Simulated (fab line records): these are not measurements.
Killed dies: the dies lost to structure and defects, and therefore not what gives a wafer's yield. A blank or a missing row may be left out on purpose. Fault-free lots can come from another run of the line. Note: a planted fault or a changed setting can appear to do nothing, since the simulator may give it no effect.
Matching of chambers + flow nandHarc + 4 sister chambers for NHARC_P_CONTACT_STRIP_28 on rieDiel-02
The step strips in O2. 18 wafers are shown with their chamber, then 9 later ones without.

## EACH WAFER AND ITS CHAMBER
| wafer  | chamber | showerheadPlenumPTorr (Torr) | drypumpMotorCurrentA (A) | rfVppV (V) |
|--------|---------|------------------------------|--------------------------|------------|
| L077.1 | 0       | 3.45                         | 6.3                      | 57.0       |
| L077.5 | 0       | 3.45                         | 6.3                      | 58.3       |
| L077.6 | 1       | 3.75                         | 5.2                      | 58.5       |
| L078.3 | 3       | 3.48                         | 5.9                      | 57.3       |
| L078.5 | 3       | 3.48                         | 5.8                      | 57.4       |
| L078.6 | 2       | 3.49                         | 5.3                      | 56.9       |
| L083.1 | 1       | 3.75                         | 5.2                      | 57.5       |
| L083.5 | 2       | 3.49                         | 5.2                      | 58.5       |
| L083.6 | 1       | 3.75                         | 5.2                      | 59.7       |
| L085.2 | 1       | 3.75                         | 5.1                      | 58.8       |
| L085.4 | 2       | 3.49                         | 5.3                      | 56.6       |
| L085.6 | 1       | 3.75                         | 5.1                      | 57.1       |
| L087.1 | 0       | 3.44                         | 6.3                      | 59.0       |
| L087.5 | 3       | 3.48                         | 5.9                      | 57.2       |
| L087.6 | 2       | 3.49                         | 5.2                      | 57.8       |
| L089.1 | 0       | 3.44                         | 6.4                      | 59.0       |
| L089.2 | 3       | 3.48                         | 5.8                      | 57.4       |
| L089.6 | 3       | 3.47                         | 5.8                      | 56.2       |

SIGNATURES (averages over the wafers above)
| reading               | chamber 0 | chamber 1 | chamber 2 | chamber 3 | scatter within a chamber |
|-----------------------|-----------|-----------|-----------|-----------|--------------------------|
| showerheadPlenumPTorr | 3.4450    | 3.7500    | 3.4900    | 3.4780    | 0.00359                  |
| drypumpMotorCurrentA  | 6.325     | 5.160     | 5.250     | 5.840     | 0.0544                   |
| rfVppV                | 58.325    | 58.320    | 57.450    | 57.100    | 0.857                    |
Rule: a wafer lies at a distance from a chamber equal to the root of the sum of squares, over the readings, of (its reading less the chamber's mean, divided by the reading's scatter). If the next closest chamber is less than 2 further off than the closest, the wafer can't be placed; otherwise it belongs to the closest. The scatter: the root of (the sum of the squares of (reading less its chamber's mean) over the shown wafers, divided by (wafers less chambers)).

## WAFERS MISSING THEIR CHAMBER
| wafer  | showerheadPlenumPTorr (Torr) | drypumpMotorCurrentA (A) | rfVppV (V) |
|--------|------------------------------|--------------------------|------------|
| L090.2 | 3.44                         | 6.4                      | 57.2       |
| L090.4 | 3.49                         | 5.2                      | 58.5       |
| L090.6 | 3.49                         | 5.2                      | 55.8       |
| L094.2 | 3.49                         | 5.2                      | 59.1       |
| L094.3 | 3.75                         | 5.2                      | 58.4       |
| L094.4 | 3.47                         | 5.8                      | 57.9       |
| L093.2 | 3.44                         | 6.3                      | 58.0       |
| L093.3 | 3.49                         | 5.3                      | 57.6       |
| L093.5 | 3.44                         | 6.3                      | 58.0       |

## EACH ONE'S CHAMBER
| wafer  | from the rows above | in truth |
|--------|---------------------|----------|
| L090.2 | 0                   | 0        |
| L090.4 | 2                   | 2        |
| L090.6 | 2                   | 2        |
| L094.2 | 2                   | 2        |
| L094.3 | 1                   | 1        |
| L094.4 | 3                   | 3        |
| L093.2 | 0                   | 0        |
| L093.3 | 2                   | 2        |
| L093.5 | 0                   | 0        |
9 of 9 placed correctly. Number that these rows cannot place: 0. Number placed wrongly: 0.
